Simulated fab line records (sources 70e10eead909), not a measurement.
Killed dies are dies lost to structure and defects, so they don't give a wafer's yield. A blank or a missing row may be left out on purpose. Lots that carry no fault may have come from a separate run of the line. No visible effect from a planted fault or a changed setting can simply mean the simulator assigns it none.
Struck lot and sound lot, side by side || flow nand-harc || 17 out of 1302 route steps
Sound: wafers L690.2, L690.5, L690.6. Struck: wafer L689.3. (L689.5 of the same lot was not struck and is left out.) The cause comes at the end.
Each step with rows lists, per side, the tool, then ch with its chambers, then its first start. Under that, the readings that differ: sound wafers || struck wafers || difference of the means || sigmas: that difference in standard deviations of wafers without a fault.
alike: a reading whose means differ by less than 2 such deviations, as well as words and numbers matching on both sides. not compared: withheld readings; readings where some wafer has no value; bounds like >300 that might hide an equal value; numbers whose values overlap and for which the record gives no deviation.
A row with sigmas, a row that says differs or no value, or rows on one side alone: a step with any of these is where the two part. Numbers that don't overlap but have no deviation are shown without sigmas and don't part them. A reading missing from all wafers of one side parts the sides only when that side holds two or more wafers.

NHARC_P_M1_INSPECT_11:
  sound on defect-inspect-02, day 14 18:51; struck on defect-inspect-02, day 14 18:19
  alike: raw-defect-count
then, 1 step without rows for these wafers: NHARC_P_M1_DESCUM_14 (chemistry O2, time 3 s).
NHARC_P_M1_ETCH_35: etches the open film in N2/H2, target depth 40 nm, overetch 12 nm, time 43.94 s.
  sound on rie-diel-13 ch 2,3, day 14 18:59; struck on rie-diel-02 ch 1, day 14 18:29
  alike: drypump-motor-current-A, oes-product-au, rf-vpp-V, showerhead-plenum-p-Torr, throttle-valve-pct
  not compared: rf-hours-counter-h
NHARC_P_M1_ETCH_15: etches the open film in C4F8/Ar, target depth 182.5 nm, time 91.2 s.
  sound: rie-diel-13 ch 0,1,3; struck: rie-diel-02 ch 1
  alike: oes-product-au, rf-vpp-V
  not compared: rf-hours-counter-h
NHARC_P_M1_CD_MEAS_16:
  sound on cd-sem-02, day 14 19:13; struck on cd-sem-02, day 14 18:43
  alike: cd-nm
then, 1 step without rows for these wafers: NHARC_P_M1_STRIP_18 (strips in N2/H2).
NHARC_P_M1_ETCH_28: etches the open film in CF4/N2, target depth 30 nm, time 72.99 s.
  sound: rie-diel-02 ch 0,1; struck: rie-diel-01 ch 3
  alike: cf4-flow-sccm, drypump-motor-current-A, oes-product-au, rf-vpp-V, showerhead-plenum-p-Torr, throttle-valve-pct
  not compared: rf-hours-counter-h
then, 1 step without rows for these wafers: NHARC_P_M1_STRIP_19 (strips in post etch residue remover, time 600 s).
NHARC_P_M1_DEGAS_29: time 60 s.
  sound on pvd-sputter-03, day 14 19:56; struck on pvd-sputter-02, day 14 19:25
  alike: heater-power-w
NHARC_P_M1_PRE_CLEAN_30: time 30 s.
  sound on pvd-sputter-03; struck on pvd-sputter-02
  alike: heater-power-w
then, 2 steps without rows for these wafers: NHARC_P_M1_PVD_20 (deposits TaN, target thk 5 nm, time 8.06 s); NHARC_P_M1_PVD_21 (deposits Cu, target thk 30 nm, time 20.49 s).
NHARC_P_M1_ECD_22: material Cu, target thk 400 nm.
  sound on ecd-cu-02 ch 0,1, day 14 20:20; struck on ecd-cu-01 ch 0,1, day 14 19:57
then, 1 step without rows for these wafers: NHARC_P_M1_ANNEAL_31 (time 90 s).
NHARC_P_M1_CMP_23: polishes, t overpolish 20 s, target thk 157.82 nm.
  sound on cmp-01 ch 0,1,3, day 14 21:04; struck on cmp-01 ch 0, day 14 20:37
{"reading": "retaining-ring-pressure-frac", "sound": "1.000 0.999 1.005", "struck": 0.991, "difference": -0.010, "sigmas": -2}
  alike: motor-current-A, time-to-endpoint-s
  not compared: pad-life-wafers
NHARC_P_M1_THK_MEAS_24: measures by xrf.
  sound on film-metro-02, day 14 21:20; struck on film-metro-01, day 14 20:50
  alike: thk-nm
after that, 1 step had no rows for these wafers: NHARC_END_SORT_01.

## WHERE THEY PART
Only at NHARC_P_M1_CMP_23, as far as this record shows. Later steps at which nothing parts them and some readings are alike: NHARC_P_M1_THK_MEAS_24.

WHY: what the simulator had put in
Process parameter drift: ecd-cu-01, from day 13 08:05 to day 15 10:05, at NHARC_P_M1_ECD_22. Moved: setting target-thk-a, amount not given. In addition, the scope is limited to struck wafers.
